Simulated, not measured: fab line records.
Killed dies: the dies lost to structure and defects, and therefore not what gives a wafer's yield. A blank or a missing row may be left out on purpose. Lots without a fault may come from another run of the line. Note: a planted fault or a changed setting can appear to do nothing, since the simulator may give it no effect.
Split-lot trial	flow n5 finfet	39 wafers read across 7 lots, on a route 1938 steps long

## ABOUT THE SPLIT
At N5_DUMMY_GATE_EXPOSE_12 (exposes mask GATE, target cd 25 nm), the setting dose mj was moved away from the recipe's 34 on 9 of the 39 wafers read, by +6.4% to +7.6%. All remaining wafers had this setting at the recipe value.

## FROM THE SPLIT TO THE READING: what the file shows between them, 2 steps
- N5_DUMMY_GATE_PEB_13: peb time 60 s
- N5_DUMMY_GATE_DEVELOP_14: develop time 30 s

## THE READING
At N5_DUMMY_GATE_CD_MEAS_15: cd nm in nanometres, against a target cd of 25.8 nm. A value of 24.92 nm with a standard deviation of 0.23 nm is what fault-free wafers of this fab line usually give.

wafer	tool, chamber at the split	dose mj as run	against the recipe	cd nm, nm	against lot-mates on the recipe
L078.1	euv scanner-02, 0	36.27	+6.7%	23.66	-0.94
L078.2	euv scanner-02, 0	34	recipe	24.80	-
L078.3	euv scanner-02, 0	36.27	+6.7%	23.36	-1.24
L078.4	euv scanner-02, 0	34	recipe	24.71	-
L078.5	euv scanner-02, 0	34	recipe	24.30	-
L078.6	euv scanner-02, 0	36.27	+6.7%	23.43	-1.17
L079.1	euv scanner-02, 0	34	recipe	25.04	-
L079.2	euv scanner-02, 0	34	recipe	24.66	-
L079.3	euv scanner-02, 0	34	recipe	24.83	-
L079.4	euv scanner-02, 0	34	recipe	24.68	-
L079.5	euv scanner-02, 0	34	recipe	24.71	-
L079.6	euv scanner-02, 0	34	recipe	24.93	-
L083.1	euv scanner-02, 0	36.58	+7.6%	23.89	-1.09
L083.2	euv scanner-02, 0	34	recipe	25.00	-
L083.3	euv scanner-02, 0	36.58	+7.6%	23.28	-1.70
L083.4	euv scanner-02, 0	34	recipe	25.05	-
L083.5	euv scanner-02, 0	34	recipe	24.88	-
L083.6	euv scanner-02, 0	36.58	+7.6%	23.37	-1.61
L085.1	euv scanner-02, 0	34	recipe	24.92	-
L085.2	euv scanner-02, 0	34	recipe	25.12	-
L085.3	euv scanner-02, 0	34	recipe	25.12	-
L085.4	euv scanner-02, 0	34	recipe	24.94	-
L085.5	euv scanner-02, 0	34	recipe	24.97	-
L085.6	euv scanner-02, 0	34	recipe	24.67	-
L087.1	euv scanner-02, 0	34	recipe	25.26	-
L087.2	euv scanner-02, 0	34	recipe	24.94	-
L087.3	euv scanner-02, 0	34	recipe	24.76	-
L087.4	euv scanner-02, 0	34	recipe	25.12	-
L087.5	euv scanner-02, 0	34	recipe	24.98	-
L087.6	euv scanner-02, 0	34	recipe	25.13	-
L090.1	euv scanner-01, 0	34	recipe	24.80	-
L090.2	euv scanner-01, 0	36.19	+6.4%	23.96	-0.83
L090.3	euv scanner-01, 0	36.19	+6.4%	23.93	-0.86
L090.4	euv scanner-01, 0	34	recipe	24.76	-
L090.5	euv scanner-01, 0	36.19	+6.4%	23.77	-1.02
L090.6	euv scanner-01, 0	34	recipe	24.80	-
L093.1	euv scanner-02, 0	34	recipe	24.53	-
L093.3	euv scanner-02, 0	34	recipe	24.48	-
L093.4	euv scanner-02, 0	34	recipe	25.15	-

FIT RESULTS
A straight line over all 39 wafers: cd nm changes by -0.18 nm for each +1% of dose mj; r = -0.92; the points scatter about the line by 0.23 nm.
The same after taking each lot's own level away (the mean of its wafers on the recipe; 39 wafers): -0.17 nm for each +1%; r = -0.94; scatter 0.19 nm.
That fit puts the effect of the largest move of dose mj on the reading at 1.3 nm.
From 24.603 to 25.032 nm: that is the span of the lots' own levels, equal to 1.9 times the standard deviation above.
Consequently the slope shifts little with the lot-to-lot level, the two slopes agreeing.
Check: -1.32 nm against its lot-mates is what the line predicts for one of the wafers moved furthest among these (+7.6%) when that wafer is left out of the fit. It came out at -1.09 nm against them.

## THE WHOLE CHAIN: every reading that the file lists as answering this split, in the file's order
step	what it does	reading	change (the file's fit)	r (the file's)
N5_DUMMY_GATE_CD_MEAS_15	target cd 25.8 nm	cd nm	-0.17 nm for each +1% of the setting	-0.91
N5_DUMMY_GATE_TRIM_49	chemistry O2, time 29 s, target cd 14 nm	DUMMY_GATE.cd nm (the simulator's own value, which no gauge read)	-0.168 nm for each +1% of the setting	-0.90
N5_DUMMY_GATE_ETCH_42	etches SiO2 in CHF3/O2, target depth 3.5 nm, time 31 s	DUMMY_GATE.cd nm (the simulator's own value, which no gauge read)	-0.178 nm for each +1% of the setting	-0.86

## THE FILE'S OWN FIT
cd nm changes by -0.17 nm for each +1% of dose mj, r = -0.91.
